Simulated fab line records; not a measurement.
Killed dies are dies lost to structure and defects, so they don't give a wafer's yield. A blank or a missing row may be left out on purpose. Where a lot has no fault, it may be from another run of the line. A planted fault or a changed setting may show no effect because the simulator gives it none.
2 desks looking at one fault ; flow n5-finfet ; every desk sees just its own numbers, and what lay behind them comes last

== THE METROLOGY DESK ==
What the gauges read, lot by lot, whatever tool the lot ran on: means of the sampled wafers that have a number. If a lot's mean is further than 4 standard deviations from the usual mean, the lot is out of limits and carries the mark OUT (the distance appears in the brackets). Shown here are 7 of its 12 readings, the ones lying furthest out on some lot.
Columns: A = M3_THK at N5_BEOL_M3_THK_MEAS_53, usual 39.2 nm; B = M3_RS at N5_BEOL_M3_RS_MEAS_58, usual 0.676 ohm/sq; C = DIBL_N at N5_BEOL_M4_RC_MEAS_101, usual 36.6 mV/V; D = DIBL_P at N5_BEOL_M4_RC_MEAS_101, usual 36.4 mV/V; E = IOFF_N at N5_BEOL_M4_RC_MEAS_101, usual 0.167 nA/um; F = ION_N at N5_BEOL_M4_RC_MEAS_101, usual 678 uA/um; G = VT_N at N5_BEOL_M4_RC_MEAS_101, usual 248.5 mV
lot;first seen here;A;B;C;D;E;F;G
L376;day 8 10:22;40.0;0.656;36.6;35.5;0.171;680;247.9
L377;day 8 17:23;41.0;0.640;37.9;36.9;0.181;694;245.3
L384;day 10 12:25;40.2;0.662;34.7;35.9;0.158;678;251.1
L382;day 12 16:05;43.3;0.603;36.3;37.3;0.192;671;247.8
L386;day 12 18:08;37.6;0.714;36.1;37.8;0.177;672;248.2
L392;day 13 08:29;40.0;0.658;37.1;37.5;0.170;668;246.9
L390;day 13 19:09;39.1;0.677;36.7;37.1;0.159;673;249.2
L394;day 14 11:21;39.0;0.682;37.2;38.6;0.172;676;250.7
L395;day 14 13:40;38.0;0.699;37.6;37.3;0.204;694;244.3
Result from this desk: across the 9 lots, nothing is out of limits.

== AT THE TOOL OWNER'S DESK: pecvd-03 ==
The tool's own readings at N5_BEOL_M2_DEP_57 (deposits SiCN from 3MS/NH3, target thk 8 nm, time 14 s): means of the sampled wafers that have a number, for each lot that ran on this tool. If a lot's mean is further than 4 standard deviations from the usual mean, the lot is out of limits and carries the mark OUT (the distance appears in the brackets).
Columns: A = showerhead-plenum-p-Torr at N5_BEOL_M2_DEP_57, usual 3.662 Torr; B = throttle-valve-pct at N5_BEOL_M2_DEP_57, usual 9.2 %
lot;first seen here;A;B
L382;day 9 17:22;3.649;8.9
L384;day 9 23:28;3.641;9.2
L392;day 12 23:17;3.656;8.9
L394;day 13 16:39;3.652;9.1
Result from this desk: across the 4 lots, nothing is out of limits.

== ALL TOGETHER ==
The metrology desk saw nothing out of limits.
The tool owner's desk saw nothing out of limits.

== WHAT HAD BEEN PUT IN BY THE SIMULATOR ==
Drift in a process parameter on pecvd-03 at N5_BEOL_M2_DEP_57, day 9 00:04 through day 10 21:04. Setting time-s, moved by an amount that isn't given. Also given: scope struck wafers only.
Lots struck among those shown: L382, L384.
